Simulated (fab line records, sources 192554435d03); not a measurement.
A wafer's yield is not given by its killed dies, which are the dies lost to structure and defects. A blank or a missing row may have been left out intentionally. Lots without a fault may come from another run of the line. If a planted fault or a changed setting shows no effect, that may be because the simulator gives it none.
fab line records    flow n5Finfet    part 2 of 2: steps 21 to 31 of 31
[record] lots = 5  wafers = 15  lastDay = 17
route steps=1938 shown BEOL_M3@939
lots with no fault: from the same line, run without faults
startH: hours from the record's opening day to when the first of the lot's shown wafers began    waitH: hours elapsed since this lot's preceding step    " as in the row above    L1.1+2: a single row standing in for several wafers    - no value present, or no start provided    * or withheld: withheld    < > ~ a bound
route shown NAME@n: names a module that has steps shown in the file, with the first one's number in the route    usual: the fault-free wafers' mean and standard deviation    same: alike in all rows    chamber/n: place in a boat    sites: the reading at each site    _std_site: how widely they spread, as a standard deviation    _edge_site: the outer-site mean with the inner-site mean subtracted    radiusMm: how far each site lies from the wafer's centre    mask NAME#n: copy n    behind: the most recent tool/chamber to have shaped the wafer    hold: the reason the lot was held/the length of the hold in hours/how it ended    device: names the non-switching transistor (n, p or np)    end of line: the same wafers' tests at the end of the route    a step with no rows: only its recipe    killed: not the wafer's yield, but the dies lost to structure and defects at the first sort    map: a wafer's dies, marking killed ones x, the rest . and places with no die _
set.NAME: the setting that was run; set.NAME@STEP: the one run at that earlier step    model.NAME: the simulator's own value behind a step, which no gauge read
lots at selected steps of the route; one table per step, one row per wafer
services: when a tool's chamber went out of use (startH, in hours from the record's first day, below 0 if earlier), for how many hours, and the reason
[[steps]]
[step N5_BEOL_M3_COAT_76]
[recipe] resist = underlayer  tempC = 205  timeS = 60  spinRpm = 1500  resistThkNm = 5
lot.wafer   tool           chamber  startH  waitH
L082.3+4+5  lithoTrack-02  0        -       -
L087.2+3+4  lithoTrack-05  0        -       -
L088.2+3+6  lithoTrack-01  0        -       -
L090.1+2+4  lithoTrack-02  0        -       -
L097.4+5+6  lithoTrack-01  0        -       -
[step N5_BEOL_M3_COAT_22]
[recipe] resist = CAR-EUV  spinRpm = 1500  resistThkNm = 30
lot.wafer   tool           chamber  startH  waitH
L082.3+4+5  lithoTrack-02  0        -       -
L087.2+3+4  lithoTrack-05  0        -       -
L088.2+3+6  lithoTrack-01  0        -       -
L090.1+2+4  lithoTrack-02  0        -       -
L097.4+5+6  lithoTrack-01  0        -       -
[step N5_BEOL_M3_EBR_24]
[recipe] solvent = PGMEA  ebrWidthMm = 1.5
lot.wafer   tool           chamber  startH  waitH
L082.3+4+5  lithoTrack-02  0        -       -
L087.2+3+4  lithoTrack-05  0        -       -
L088.2+3+6  lithoTrack-01  0        -       -
L090.1+2+4  lithoTrack-02  0        -       -
L097.4+5+6  lithoTrack-01  0        -       -
[step N5_BEOL_M3_SOFTBAKE_23]
[recipe] tempC = 110  timeS = 60  resist = CAR-EUV
lot.wafer   tool           chamber  startH  waitH
L082.3+4+5  lithoTrack-02  0        -       -
L087.2+3+4  lithoTrack-05  0        -       -
L088.2+3+6  lithoTrack-01  0        -       -
L090.1+2+4  lithoTrack-02  0        -       -
L097.4+5+6  lithoTrack-01  0        -       -
[step N5_BEOL_M3_EXPOSE_25]
[recipe] maskId = V2  na = 0.33  sourceShape = quasar  sigmaInner = 0.2  sigmaOuter = 0.8  polarization = unpolarized  defocusNm = 5  doseMj = 63
[usual] exposureDoseMJCm2 = 62.98/0.076
[same] sigmaInner = 0.2
lot.wafer  tool           chamber  startH  waitH  mask  exposureDoseMJCm2
L082.3     euvScanner-01  0        193.85  -      V2#0  62.95
L082.4     "              0        "       "      V2#0  62.96
L082.5     "              0        "       "      V2#0  62.98
L087.2     euvScanner-02  0        224.51  -      V2#0  62.90
L087.3     "              0        "       "      V2#0  63.06
L087.4     "              0        "       "      V2#0  62.86
L088.2     euvScanner-02  0        236.92  -      V2#0  62.88
L088.3     "              0        "       "      V2#0  62.89
L088.6     "              0        "       "      V2#0  62.97
L090.1     euvScanner-02  0        239.18  -      V2#0  63.15
L090.2     "              0        "       "      V2#0  63.08
L090.4     "              0        "       "      V2#0  63.11
L097.4     euvScanner-02  0        287.23  -      V2#0  62.99
L097.5     "              0        "       "      V2#0  63.00
L097.6     "              0        "       "      V2#0  63.00
[step N5_BEOL_M3_PEB_26]
[recipe] pebTempC = 100  pebTimeS = 60  resist = CAR-EUV
lot.wafer   tool           chamber  startH  waitH
L082.3+4+5  lithoTrack-02  0        193.91  0.1
L087.2+3+4  lithoTrack-05  0        224.58  0.1
L088.2+3+6  lithoTrack-05  0        236.99  0.1
L090.1+2+4  lithoTrack-01  0        239.25  0.1
L097.4+5+6  lithoTrack-05  0        287.29  0.0
[step N5_BEOL_M3_DEVELOP_27]
[recipe] developTimeS = 30  developer = TMAH  resist = CAR-EUV  rinseLiquid = surfactantRinse  dry = airSpin  devTempC = 23
lot.wafer   tool           chamber  startH  waitH
L082.3+4+5  lithoTrack-02  0        -       -
L087.2+3+4  lithoTrack-05  0        -       -
L088.2+3+6  lithoTrack-05  0        -       -
L090.1+2+4  lithoTrack-01  0        -       -
L097.4+5+6  lithoTrack-05  0        -       -
[step N5_BEOL_M3_CD_MEAS_28]
[recipe] targetCdNm = 25.7  landingEnergyEv = 500  detector = seInlens  targetCdYNm = 23.3  polarity = opening
[usual] cdNm = 25.59/0.25
lot.wafer  tool      chamber  startH  waitH  cdNm
L082.3     cdSem-02  0        193.98  -      25.53
L082.4     "         0        "       "      25.70
L082.5     "         0        "       "      25.93
L087.2     cdSem-02  0        224.65  -      25.53
L087.3     "         0        "       "      25.66
L087.4     "         0        "       "      25.53
L088.2     cdSem-03  0        237.06  -      25.53
L088.3     "         0        "       "      25.66
L088.6     "         0        "       "      25.62
L090.1     cdSem-02  0        239.32  -      25.54
L090.2     "         0        "       "      25.53
L090.4     "         0        "       "      25.78
L097.4     cdSem-02  0        287.35  -      25.71
L097.5     "         0        "       "      25.56
L097.6     "         0        "       "      25.70
[step N5_BEOL_M3_OVL_MEAS_29]
[recipe] pointsPerWafer = 522
[usual] V2_OVL = -0.1/0.76
lot.wafer  tool        chamber  startH  waitH  V2_OVL[nm]
L082.3     overlay-01  0        194.02  0.0    1.0
L082.4     "           0        "       "      0.2
L082.5     "           0        "       "      1.6
L087.2     overlay-02  0        224.68  0.0    -1.6
L087.3     "           0        "       "      -1.5
L087.4     "           0        "       "      -0.7
L088.2     overlay-01  0        237.10  0.0    0.3
L088.3     "           0        "       "      -0.3
L088.6     "           0        "       "      0.1
L090.1     overlay-01  0        239.35  0.0    -0.9
L090.2     "           0        "       "      -0.2
L090.4     "           0        "       "      -0.6
L097.4     overlay-01  0        287.40  0.0    -1.0
L097.5     "           0        "       "      0.2
L097.6     "           0        "       "      -1.3
[step N5_BEOL_M3_INSPECT_30]
[recipe] mode = adi  inspectInstrument = brightfield
[usual] rawDefectCount = 410/100
lot.wafer  tool              chamber  startH  waitH  rawDefectCount
L082.3     defectInspect-02  -        194.07  0.0    355
L082.4     "                 -        "       "      462
L082.5     "                 -        "       "      477
L087.2     defectInspect-01  -        224.74  0.0    398
L087.3     "                 -        "       "      397
L087.4     "                 -        "       "      436
L088.2     defectInspect-01  -        237.15  0.0    436
L088.3     "                 -        "       "      614
L088.6     "                 -        "       "      492
L090.1     defectInspect-01  -        239.41  0.1    372
L090.2     "                 -        "       "      328
L090.4     "                 -        "       "      437
L097.4     defectInspect-02  -        287.44  0.0    381
L097.5     "                 -        "       "      424
L097.6     "                 -        "       "      686
[step N5_BEOL_M3_DESCUM_33]
[recipe] chemistry = O2  timeS = 7  sourcePowerW = 50  biasPowerW = 20  pressureMtorr = 20  rfFrequencyHz = 2.712e+07  tempC = 40  resist = CAR-EUV  o2FlowSccm = 225
[usual] biasPowerW = 19.99/0.059  drypumpMotorCurrentA = 5.50/0.24  o2FlowSccm = 225.0/0.71  oesProductAu = 0.78/0.096  rfVppV = 243.3/1.4  showerheadPlenumPTorr = 2.12/0.067  throttleValvePct = 20.45/0.27
lot.wafer  tool        chamber  startH  waitH  biasPowerW  drypumpMotorCurrentA  o2FlowSccm  oesProductAu  rfHoursCounterH  rfVppV  showerheadPlenumPTorr  throttleValvePct
L082.3     rieDiel-01  2        194.54  0.5    19.98       5.80                  223.3       0.68          237              245.0   2.15                   20.88
L082.4     "           0        "       "      20.00       5.42                  225.0       0.75          157              240.6   2.01                   20.58
L082.5     "           2        "       "      19.93       5.76                  225.1       0.68          -                244.4   2.15                   20.88
L087.2     rieDiel-06  0        224.77  0.0    20.02       5.81                  224.3       0.69          242              241.7   2.05                   20.58
L087.3     "           2        "       "      20.04       5.39                  225.1       0.72          193              243.6   2.17                   20.29
L087.4     "           3        "       "      19.97       5.88                  226.0       0.84          81               246.0   2.22                   20.12
L088.2     rieDiel-01  1        237.18  0.0    20.02       5.47                  226.2       0.96          17               243.2   2.15                   20.04
L088.3     "           0        "       "      19.94       5.45                  224.6       0.73          169              240.7   2.01                   20.62
L088.6     "           3        "       "      20.07       5.18                  225.2       0.84          -                243.8   2.12                   20.69
L090.1     rieDiel-01  0        239.45  0.0    19.95       5.42                  225.7       0.74          171              241.4   2.01                   20.60
L090.2     "           1        "       "      19.93       5.47                  225.3       0.95          18               242.9   2.15                   20.02
L090.4     "           0        "       "      19.98       5.42                  226.1       0.73          -                241.7   2.01                   20.62
L097.4     rieDiel-01  3        287.49  0.0    20.01       5.15                  225.1       0.82          87               241.9   2.12                   20.73
L097.5     "           0        "       "      19.93       5.43                  223.1       0.74          -                242.3   2.00                   20.64
L097.6     "           3        "       "      20.01       5.14                  225.7       0.82          -                243.2   2.12                   20.71
[[services]]
tool           chamber  startH  hours  kind
euvScanner-01  -        169.72  1.0    pm
rieMetal-03    0        169.80  2.5    repair
euvScanner-02  -        170.70  1.0    pm
euvScanner-02  -        171.71  4.6    pm
euvScanner-01  -        210.59  8.0    pm
euvScanner-02  -        212.95  0.6    repair
lithoTrack-02  -        217.56  -      consumableReplace:filter
euvScanner-01  -        218.59  1.0    pm
euvScanner-02  -        229.53  1.0    pm
lithoTrack-02  -        235.32  -      consumableReplace:filter
rieDiel-01     2        235.33  5.0    repair
rieDiel-01     2        242.52  -      clean
rieDiel-01     2        242.52  -      consumableReplace:focusRing
rieMetal-01    -        243.20  14.6   pm
rieDiel-02     1        243.32  8.0    repair
rieMetal-02    1        247.55  14.2   repair
euvScanner-01  -        255.63  12.0   pm
rieDiel-06     0        260.74  -      clean
rieDiel-06     0        260.74  -      consumableReplace:focusRing
rieDiel-06     0        260.74  22.9   scheduledDown
rieDiel-06     0        260.74  22.9   ventCycle
euvScanner-01  -        267.63  5.8    pm
euvScanner-01  -        277.00  1.2    repair
euvScanner-02  -        285.68  1.0    pm
